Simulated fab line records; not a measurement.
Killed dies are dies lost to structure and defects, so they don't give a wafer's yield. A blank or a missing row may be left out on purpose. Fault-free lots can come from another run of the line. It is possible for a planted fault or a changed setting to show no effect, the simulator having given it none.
Chamber matching	flow n5 finfet	rie diel-05 running N5_HKMG_FIN_ETCH_54: 4 sister chambers
The step etches SiARC in CF4, target depth 45.5 nm, time 75.8 s. 4 wafers are shown with their chamber, then 10 later ones without.

== WAFERS PAIRED WITH THEIR CHAMBERS ==
wafer	chamber	drypump motor current A (A)
L074.1	2	5.5
L083.4	1	5.1
L087.1	0	5.8
L087.4	3	6.5

== WAFERS MISSING THEIR CHAMBER ==
wafer	drypump motor current A (A)
L087.5	6.5
L090.1	5.5
L090.2	5.1
L090.6	5.5
L094.1	5.5
L094.2	6.5
L094.3	5.8
L094.4	5.5
L094.5	6.5
L094.6	5.7

== EACH ONE'S CHAMBER ==
wafer	from the rows above	in truth
L087.5	3	3
L090.1	2	2
L090.2	1	1
L090.6	2	2
L094.1	2	2
L094.2	3	3
L094.3	0	0
L094.4	2	2
L094.5	3	3
L094.6	0	0
10 of 10 placed correctly. From these rows, 0 cannot be placed. Placed wrongly: 0.
How it was worked out, from the rows above alone: a wafer's distance from a chamber is the root of the sum, over the readings, of the square of ((its reading less the chamber's mean) divided by the reading's scatter). The wafer belongs to the nearest chamber; if the next one is less than 2 further off, it can't be placed. For every chamber, the mean is computed from those of its wafers that are shown. The scatter (one wafer shown for each chamber): square how far every hidden wafer sits from the nearest shown wafer, average those squares and take the square root.
